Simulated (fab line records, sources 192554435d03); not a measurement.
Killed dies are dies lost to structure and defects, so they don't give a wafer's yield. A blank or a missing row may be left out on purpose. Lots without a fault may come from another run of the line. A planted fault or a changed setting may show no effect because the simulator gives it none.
Chamber matching | flow n5_finfet | N5_BEOL_M10_CURE_72 on uv_cure-02: 3 sister chambers
The step cures SiCOH lowk, time 120 s. 6 wafers are shown with their chamber, then 7 later ones without.

WAFERS WITH THEIR CHAMBER
wafer  | chamber | wafer_temp_C_max | lamp_power_pct (%)
L085.4 | 1       | 371.9            | 52.30
L085.5 | 1       | 371.9            | 52.21
L086.3 | 2       | 371.1            | 52.30
L086.6 | 2       | 371.2            | 52.21
L089.1 | 0       | 373.0            | 52.29
L089.2 | 0       | 372.4            | 52.28

WAFERS WITHOUT THEIR CHAMBER
wafer  | wafer_temp_C_max | lamp_power_pct (%)
L089.3 | 372.7            | 52.28
L091.2 | 371.9            | 52.30
L091.5 | 371.9            | 52.20
L091.6 | 372.4            | 52.28
L093.2 | 372.5            | 52.25
L093.3 | 373.0            | 52.33
L093.4 | 372.0            | 52.39

WHICH CHAMBER EACH WENT THROUGH
wafer  | from the rows above          | in truth
L089.3 | 0                            | 0
L091.2 | 1                            | 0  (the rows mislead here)
L091.5 | 1                            | 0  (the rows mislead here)
L091.6 | can't be placed: 0 or 1      | 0
L093.2 | can't be placed: 0 or 1      | 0
L093.3 | 0                            | 0
L093.4 | can't be placed: 1 or 0 or 2 | 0
Placed correctly: 2 of 7. Can't be placed from these rows: 3 (the true chamber is among the candidates in 3). Placed wrongly: 2.
How it was worked out, from the rows above alone: a wafer's distance from a chamber is the root of the sum, over the readings, of the square of ((its reading less the chamber's mean) divided by the reading's scatter). The wafer belongs to the nearest chamber; if the next one is less than 2 further off, it can't be placed. A chamber's mean is the mean of its shown wafers. The scatter: the root of (the sum of the squares of (reading less its chamber's mean) over the shown wafers, divided by (wafers less chambers)).
